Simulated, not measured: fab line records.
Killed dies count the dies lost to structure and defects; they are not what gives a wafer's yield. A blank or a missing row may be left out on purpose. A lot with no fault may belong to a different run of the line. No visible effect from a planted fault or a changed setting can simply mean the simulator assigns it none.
Matching of chambers | flow nandHarc | NHARC_A_CONTACT_ETCH_102 on rieDiel-04: 4 sister chambers
The step etches the open film in CF4/O2, target depth 100 nm, overetch 10 nm, time 55 s. 20 wafers are shown with their chamber, then 10 later ones without.

EACH WAFER AND ITS CHAMBER
wafer  | chamber | drypumpMotorCurrentA (A) | rfVppV (V) | oesProductAu (a.u.)
L076.1 | 1       | 5.6                      | 195.7      | 0.988
L076.2 | 0       | 5.1                      | 197.3      | 1.005
L076.4 | 2       | 5.7                      | 199.3      | 1.008
L074.1 | 3       | 5.8                      | 196.7      | 1.004
L074.5 | 0       | 5.1                      | 197.1      | 1.015
L074.6 | 3       | 5.8                      | 198.0      | 0.998
L079.1 | 3       | 5.8                      | 197.5      | 0.997
L079.2 | 0       | 5.1                      | 196.7      | 0.986
L079.3 | 1       | 5.6                      | 197.2      | 0.989
L081.3 | 1       | 5.6                      | 195.8      | 1.003
L081.5 | 1       | 5.6                      | 196.9      | 1.006
L081.6 | 0       | 5.0                      | 196.0      | 0.995
L082.2 | 3       | 5.8                      | 198.2      | 1.006
L082.4 | 1       | 5.6                      | 197.5      | 0.988
L082.5 | 0       | 5.1                      | 196.9      | 0.995
L083.2 | 0       | 5.1                      | 197.2      | 0.998
L083.3 | 1       | 5.6                      | 197.8      | 0.997
L083.6 | 3       | 5.8                      | 197.2      | 1.011
L085.3 | 2       | 5.7                      | 199.1      | 0.998
L085.4 | 1       | 5.6                      | 195.9      | 0.996

SIGNATURES (averages over the wafers above)
reading              | chamber 0 | chamber 1 | chamber 2 | chamber 3 | scatter within a chamber
drypumpMotorCurrentA | 5.083     | 5.600     | 5.700     | 5.800     | 0.0228
rfVppV               | 196.867   | 196.686   | 199.200   | 197.520   | 0.671
oesProductAu         | 0.99900   | 0.99529   | 1.00300   | 1.00320   | 0.00791
Rule: distance of a wafer from a chamber = root of the sum over the readings of ((wafer's reading minus chamber's mean) / reading's scatter) squared. The wafer belongs to the nearest chamber; if the next one is less than 2 further off, it can't be placed. The scatter: take each reading less its chamber's mean, square it, sum over the shown wafers, divide by the number of wafers less the number of chambers, and take the root.

WAFERS MISSING THEIR CHAMBER
wafer  | drypumpMotorCurrentA (A) | rfVppV (V) | oesProductAu (a.u.)
L085.5 | 5.6                      | 195.8      | 0.990
L092.1 | 5.7                      | 200.0      | 0.991
L092.2 | 5.1                      | 197.9      | 1.001
L092.5 | 5.8                      | 197.4      | 1.003
L096.2 | 5.1                      | 196.4      | 1.003
L096.3 | 5.7                      | 198.1      | 1.004
L096.4 | 5.6                      | 196.6      | 1.001
L095.2 | 5.1                      | 196.0      | 1.012
L095.4 | 5.6                      | 196.4      | 1.007
L095.5 | 5.1                      | 196.6      | 0.996

WHICH CHAMBER EACH WENT THROUGH
wafer  | from the rows above | in truth
L085.5 | 1                   | 1
L092.1 | 2                   | 2
L092.2 | 0                   | 0
L092.5 | 3                   | 3
L096.2 | 0                   | 0
L096.3 | 2                   | 2
L096.4 | 1                   | 1
L095.2 | 0                   | 0
L095.4 | 1                   | 1
L095.5 | 0                   | 0
Correctly placed: 10 of 10. From these rows, 0 cannot be placed. Number placed wrongly: 0.
